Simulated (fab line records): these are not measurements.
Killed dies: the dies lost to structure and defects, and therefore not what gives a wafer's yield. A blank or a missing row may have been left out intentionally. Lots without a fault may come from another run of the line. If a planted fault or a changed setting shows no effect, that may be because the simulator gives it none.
One fault through the eyes of 2 desks ; flow n5 finfet ; what lay behind the numbers comes last; until then each desk has only its own

== AT THE TOOL OWNER'S DESK: pecvd-04 ==
The tool's own readings at N5_GATE_CUT_HM_DEP_46 (deposits SiO2 from TEOS/O2, target thk 130 nm, time 26.6 s): means of the sampled wafers that have a number, for each lot that ran on this tool. If a lot's mean is further than 4 standard deviations from the usual mean, the lot is out of limits and carries the mark OUT (the distance appears in the brackets).
Columns: A = heater power w at N5_GATE_CUT_HM_DEP_46, usual 471 W; B = showerhead plenum p Torr at N5_GATE_CUT_HM_DEP_46, usual 8.35 Torr; C = throttle valve pct at N5_GATE_CUT_HM_DEP_46, usual 18.9 %
lot;first seen here;A;B;C
L539;day 4 23:12;465;8.33;19.0
L542;day 5 15:32;425;8.35;18.6
L546;day 6 15:01;457;8.34;18.9
L555;day 8 21:58;462;8.33;18.7
L556;day 9 05:13;441;8.36;18.7
L559;day 9 23:08;470;8.38;18.9
L560;day 10 04:44;485;8.33;18.9
Result from this desk: across the 7 lots, nothing is out of limits.

== FROM THE METROLOGY DESK ==
Means of the sampled wafers that have a number, per lot and without regard to the tool the lot ran on: this is what the gauges read. If a lot's mean is further than 4 standard deviations from the usual mean, the lot is out of limits and carries the mark OUT (the distance appears in the brackets).
Columns: A = GC_FILL_THK at N5_GATE_CUT_THK_MEAS_24, usual 219.8 nm
lot;first seen here;A
L537;day 4 13:22;218.1
L538;day 4 17:57;217.4
L539;day 5 03:41;218.8
L542;day 5 19:00;220.1
L546;day 6 18:46;223.2
L550;day 7 22:49;220.5
L551;day 8 01:47;219.1
L555;day 9 01:03;218.3
L556;day 9 08:52;219.8
L557;day 9 11:55;218.9
L559;day 10 02:13;219.9
L560;day 10 08:12;221.6
Result from this desk: across the 12 lots, nothing is out of limits.

== BROUGHT TOGETHER ==
The tool owner's desk saw nothing out of limits.
The metrology desk saw nothing out of limits.

== WHAT THE SIMULATOR HAD INSERTED ==
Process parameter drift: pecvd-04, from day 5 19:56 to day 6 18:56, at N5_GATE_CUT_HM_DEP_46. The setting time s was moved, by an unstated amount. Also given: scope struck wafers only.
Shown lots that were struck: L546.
